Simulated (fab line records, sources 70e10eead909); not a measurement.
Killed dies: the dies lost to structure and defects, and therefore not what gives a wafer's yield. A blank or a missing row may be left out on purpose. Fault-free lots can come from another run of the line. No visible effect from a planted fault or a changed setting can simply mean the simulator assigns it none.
Matching of chambers ; flow nandHarc ; pecvd-03 running NHARC_P_M0_PRE_CLEAN_31: 3 sister chambers
The step time 12 s. 22 wafers are shown with their chamber, then 11 later ones without.

WAFERS, EACH WITH ITS CHAMBER
wafer;chamber;heaterPowerW (W);rfFwdPowerW (W)
L075.2;1;783;291.1
L075.3;2;621;293.2
L075.4;2;608;294.0
L076.1;1;767;293.0
L076.2;0;547;292.6
L076.3;2;635;293.7
L078.2;1;742;292.6
L078.3;0;530;292.7
L078.5;1;707;292.6
L083.2;2;631;291.6
L083.3;0;479;291.0
L083.6;1;781;294.0
L084.1;0;526;292.9
L084.4;1;705;291.7
L084.5;0;520;291.5
L089.1;0;480;293.0
L089.3;1;740;292.0
L089.4;1;736;292.7
L088.3;2;597;291.7
L088.4;1;670;290.8
L088.6;2;592;292.9
L090.4;0;558;292.7

SIGNATURES (averages over the wafers above)
reading;chamber 0;chamber 1;chamber 2;scatter within a chamber
heaterPowerW;520.00;736.78;614.00;31.3
rfFwdPowerW;292.343;292.278;292.850;0.932
Rule: for each reading, subtract the chamber's mean from the wafer's reading, divide by that reading's scatter and square the result; add these up over the readings and take the root, which gives the wafer's distance from the chamber. If the next closest chamber is less than 2 further off than the closest, the wafer can't be placed; otherwise it belongs to the closest. The scatter: take each reading less its chamber's mean, square it, sum over the shown wafers, divide by the number of wafers less the number of chambers, and take the root.

WAFERS MISSING THEIR CHAMBER
wafer;heaterPowerW (W);rfFwdPowerW (W)
L090.5;579;293.3
L090.6;698;292.2
L092.2;475;292.1
L092.4;461;292.7
L092.6;703;291.3
L093.1;672;291.5
L093.5;656;292.5
L093.6;702;290.7
L096.1;633;291.1
L096.5;517;293.5
L096.6;731;290.6

WHICH CHAMBER EACH WENT THROUGH
wafer;from the rows above;in truth
L090.5;can't be placed: 2 or 0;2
L090.6;can't be placed: 1 or 2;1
L092.2;0;0
L092.4;0;0
L092.6;can't be placed: 1 or 2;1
L093.1;can't be placed: 1 or 2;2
L093.5;can't be placed: 2 or 1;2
L093.6;can't be placed: 1 or 2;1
L096.1;can't be placed: 2 or 1 or 0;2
L096.5;can't be placed: 0 or 2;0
L096.6;1;1
3 of 11 placed correctly. These rows do not allow placing 8 (true chamber among the candidates in 8). 0 placed wrongly.
